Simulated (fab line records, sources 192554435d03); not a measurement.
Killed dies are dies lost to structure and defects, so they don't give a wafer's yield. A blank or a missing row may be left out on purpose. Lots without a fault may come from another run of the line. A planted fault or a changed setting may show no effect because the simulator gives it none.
Chamber matching | flow n5_finfet | N5_BEOL_M0_CMP_120 on cmp-01: 4 sister chambers
The step polishes, stops on SiOC, t overpolish 6.9 s. 16 wafers are shown with their chamber, then 8 later ones without.

WAFERS WITH THEIR CHAMBER
wafer  | chamber | motor_current_A (A) | time_to_endpoint_s (s) | overpolish_run_s (s)
L075.3 | 1       | 6.0                 | 65.4                   | 6.906
L075.5 | 3       | 6.1                 | 65.0                   | 6.900
L075.6 | 0       | 6.8                 | 66.4                   | 6.895
L077.2 | 2       | 6.4                 | 65.5                   | 6.905
L077.4 | 0       | 6.8                 | 67.8                   | 6.917
L077.5 | 2       | 6.5                 | 68.6                   | 6.895
L080.1 | 2       | 6.7                 | 64.7                   | 6.883
L080.3 | 3       | 6.2                 | 65.2                   | 6.904
L080.4 | 1       | 5.8                 | 64.8                   | 6.895
L082.1 | 3       | 5.7                 | 60.5                   | 6.894
L082.3 | 2       | 6.7                 | 62.6                   | 6.891
L082.4 | 1       | 5.8                 | 59.3                   | 6.897
L081.1 | 3       | 5.9                 | 62.7                   | 6.904
L081.2 | 1       | 6.0                 | 65.0                   | 6.897
L081.5 | 3       | 5.9                 | 63.6                   | 6.888
L083.1 | 1       | 5.9                 | 60.8                   | 6.902

SIGNATURES (means of the wafers above)
reading            | chamber 0 | chamber 1 | chamber 2 | chamber 3 | scatter within a chamber
motor_current_A    | 6.800     | 5.900     | 6.575     | 5.960     | 0.147
time_to_endpoint_s | 67.100    | 63.060    | 65.350    | 63.400    | 2.34
overpolish_run_s   | 6.90600   | 6.89940   | 6.89350   | 6.89800   | 0.00799
Rule: a wafer's distance from a chamber is the root of the sum, over the readings, of the square of ((its reading less the chamber's mean) divided by the reading's scatter). The wafer belongs to the nearest chamber; if the next one is less than 2 further off, it can't be placed. The scatter: the root of (the sum of the squares of (reading less its chamber's mean) over the shown wafers, divided by (wafers less chambers)).

WAFERS WITHOUT THEIR CHAMBER
wafer  | motor_current_A (A) | time_to_endpoint_s (s) | overpolish_run_s (s)
L083.3 | 6.5                 | 59.9                   | 6.902
L083.6 | 6.7                 | 61.8                   | 6.884
L095.1 | 6.7                 | 60.8                   | 6.904
L095.2 | 5.6                 | 59.8                   | 6.905
L095.5 | 5.5                 | 62.7                   | 6.910
L096.1 | 6.0                 | 62.3                   | 6.894
L096.5 | 6.3                 | 60.4                   | 6.903
L096.6 | 5.9                 | 59.8                   | 6.888

WHICH CHAMBER EACH WENT THROUGH
wafer  | from the rows above               | in truth
L083.3 | can't be placed: 2 or 0 or 3 or 1 | 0
L083.6 | can't be placed: 2 or 0           | 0
L095.1 | can't be placed: 2 or 0           | 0
L095.2 | can't be placed: 1 or 3           | 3
L095.5 | can't be placed: 1 or 3           | 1
L096.1 | can't be placed: 3 or 1           | 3
L096.5 | can't be placed: 3 or 1 or 2 or 0 | 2
L096.6 | can't be placed: 1 or 3           | 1
Placed correctly: 0 of 8. Can't be placed from these rows: 8 (the true chamber is among the candidates in 8). Placed wrongly: 0.
